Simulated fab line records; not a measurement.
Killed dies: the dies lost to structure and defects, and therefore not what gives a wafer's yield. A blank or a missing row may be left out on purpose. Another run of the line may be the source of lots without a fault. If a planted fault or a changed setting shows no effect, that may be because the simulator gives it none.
Matching of chambers | flow nand-harc | NHARC_A_BONDPAD_ETCH_34 on rie-diel-06 has 4 sister chambers
The step etches the open film in N2/H2, target depth 60 nm, overetch 18 nm, time 65.91 s. 14 wafers are shown with their chamber, then 7 later ones without.

== WAFERS, EACH WITH ITS CHAMBER ==
wafer  | chamber | drypump-motor-current-A (A) | run-length-s (s) | rf-vpp-V (V)
L580.1 | 3       | 6.4                         | 87.5             | 429.0
L580.3 | 1       | 6.3                         | 86.3             | 428.9
L580.6 | 1       | 6.2                         | 86.8             | 431.5
L582.1 | 3       | 6.4                         | 87.4             | 429.8
L582.3 | 1       | 6.2                         | 86.5             | 431.9
L582.5 | 0       | 6.1                         | 87.2             | 433.3
L583.1 | 3       | 6.4                         | 87.4             | 429.5
L583.2 | 0       | 6.1                         | 86.8             | 433.5
L583.5 | 1       | 6.2                         | 86.3             | 431.0
L585.1 | 0       | 6.1                         | 86.8             | 432.4
L585.3 | 1       | 6.3                         | 86.3             | 430.1
L585.5 | 2       | 5.9                         | 86.4             | 430.9
L584.1 | 3       | 6.3                         | 87.2             | 428.6
L584.2 | 2       | 5.9                         | 86.6             | 429.4

SIGNATURES (means of the wafers above)
reading                 | chamber 0 | chamber 1 | chamber 2 | chamber 3 | scatter within a chamber
drypump-motor-current-A | 6.100     | 6.240     | 5.900     | 6.375     | 0.0442
run-length-s            | 86.933    | 86.440    | 86.500    | 87.375    | 0.191
rf-vpp-V                | 433.067   | 430.680   | 430.150   | 429.225   | 0.918
Rule: a wafer lies at a distance from a chamber equal to the root of the sum of squares, over the readings, of (its reading less the chamber's mean, divided by the reading's scatter). The wafer belongs to the nearest chamber; if the next one is less than 2 further off, it can't be placed. How the scatter is found: for the shown wafers, subtract from each reading the mean of its chamber, square and add these, divide the total by (wafers less chambers), then take the root.

== WAFERS MISSING THEIR CHAMBER ==
wafer  | drypump-motor-current-A (A) | run-length-s (s) | rf-vpp-V (V)
L584.5 | 6.4                         | 87.5             | 428.2
L588.1 | 6.4                         | 87.1             | 429.4
L588.2 | 5.9                         | 87.1             | 430.9
L588.3 | 6.2                         | 86.7             | 430.4
L597.1 | 6.0                         | 86.7             | 433.8
L597.5 | 6.1                         | 86.8             | 434.4
L597.6 | 5.9                         | 86.7             | 429.6

== CHAMBER TAKEN BY EACH ==
wafer  | from the rows above     | in truth
L584.5 | 3                       | 3
L588.1 | 3                       | 3
L588.2 | can't be placed: 2 or 0 | 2
L588.3 | 1                       | 1
L597.1 | 0                       | 0
L597.5 | 0                       | 0
L597.6 | 2                       | 2
Correctly placed: 6 of 7. Not placeable from these rows: 1 (in 1, the candidates include the true chamber). Placed wrongly: 0.
